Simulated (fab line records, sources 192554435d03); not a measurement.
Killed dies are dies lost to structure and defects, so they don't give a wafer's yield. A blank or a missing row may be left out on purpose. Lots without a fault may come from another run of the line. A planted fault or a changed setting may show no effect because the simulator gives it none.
Which tool did it? | flow n5_finfet | 7 lots, 20 wafers sampled, at 5 steps of a route of 1938

WHAT THE GAUGES READ, wafer by wafer
N5_BEOL_M0_SAQP_CD_MEAS_25: target cd 13.1 nm.
lot  | measured     | on        | cd_nm (nm)
L175 | day 5 21:49  | cd_sem-01 | 12.80 12.78 12.83
L180 | day 7 03:10  | cd_sem-02 | - - -
L186 | day 8 20:43  | cd_sem-02 | 12.75 12.99 12.41
L189 | day 9 15:38  | cd_sem-03 | 12.43 12.70 12.49
L192 | day 10 08:02 | cd_sem-02 | 12.99 12.63
L195 | day 10 19:19 | cd_sem-03 | 13.02 12.90 13.15
L197 | day 11 10:34 | cd_sem-02 | 13.22 12.72 12.82

WHICH TOOL RAN EACH LOT (tool, then ch and the chambers of the sampled wafers, then the start)
lot  | N5_BEOL_M0_SAQP_PECVD_96        | N5_BEOL_M0_SAQP_ETCH_84            | N5_BEOL_M0_SAQP_HM_OPEN_112        | N5_BEOL_M0_SAQP_MANDREL_ETCH_20
L175 | pecvd-03 ch 0,2, day 5 18:10    | rie_diel-03 ch 0,1,3, day 5 19:05  | rie_diel-03 ch 0,1,3, day 5 19:12  | rie_si-02 ch 2,3, day 5 19:17
L180 | pecvd-01 ch 0,1,2, day 7 00:47  | rie_diel-06 ch 0,2, day 7 01:38    | rie_diel-06 ch 0,2, day 7 01:44    | rie_si-04 ch 0,1,3, day 7 01:50
L186 | pecvd-01 ch 0,1,2, day 8 17:38  | rie_diel-03 ch 0,2, day 8 18:44    | rie_diel-03 ch 0,2, day 8 18:50    | rie_si-04 ch 2,3, day 8 18:55
L189 | pecvd-02 ch 0,1, day 9 12:34    | rie_diel-02 ch 0,1,3, day 9 13:29  | rie_diel-02 ch 0,1,3, day 9 13:35  | rie_si-05 ch 0,2,3, day 9 13:40
L192 | pecvd-02 ch 0,1, day 10 05:05   | rie_diel-03 ch 1,3, day 10 06:27   | rie_diel-03 ch 1,3, day 10 06:34   | rie_si-05 ch 0, day 10 06:39
L195 | pecvd-02 ch 0,1,2, day 10 16:25 | rie_diel-03 ch 0,1,3, day 10 17:08 | rie_diel-03 ch 0,1,3, day 10 17:14 | rie_si-04 ch 2,3, day 10 17:19
L197 | pecvd-03 ch 1,2, day 11 08:16   | rie_diel-06 ch 1,2, day 11 09:06   | rie_diel-06 ch 1,2, day 11 09:12   | rie_si-02 ch 0,1,3, day 11 09:17
- N5_BEOL_M0_SAQP_PECVD_96: deposits a-Si from SiH4/He, target thk 45 nm, time 45.2 s.
- N5_BEOL_M0_SAQP_ETCH_84: etches SOC in N2/H2, target depth 100 nm, overetch 20 nm, time 150 s.
- N5_BEOL_M0_SAQP_HM_OPEN_112: chemistry CHF3/O2, target SiO2, stops on a-Si, target depth 12 nm, time 13.5 s.
- N5_BEOL_M0_SAQP_MANDREL_ETCH_20: etches a-Si in HBr/Cl2, stops on SiNx, target depth 60 nm, bt time 10 s, time 30 s.

THE ANSWER, worked out from the rows above alone
Rule: what is usual is taken from the lots themselves. Put in order of their means at a reading, lots are off if they are a third of the lots or fewer, leave a main group of 4 or more, and stand apart from it by a gap of 3 or more times the standard deviation of the main group's means; of several such gaps the widest counts. A main group whose means are all the same, to the digits that the tables above print for the reading, isn't used. A lot without any number at a reading at which 4 lots or more have one is off too. The other lots that the step has rows for count as sound.
Off: L180, at N5_BEOL_M0_SAQP_CD_MEAS_25 (cd_nm). Without a number there: L180. The main group: mean 12.80 nm, standard deviation 0.15.
A tool fits if, at a process step before that reading, it ran every lot that is off, and no sound lot after the first of them. The gauges at N5_BEOL_M0_SAQP_CD_MEAS_25 are tried like those tools. None of those tried fits.

WHAT THE SIMULATOR HAD PUT IN
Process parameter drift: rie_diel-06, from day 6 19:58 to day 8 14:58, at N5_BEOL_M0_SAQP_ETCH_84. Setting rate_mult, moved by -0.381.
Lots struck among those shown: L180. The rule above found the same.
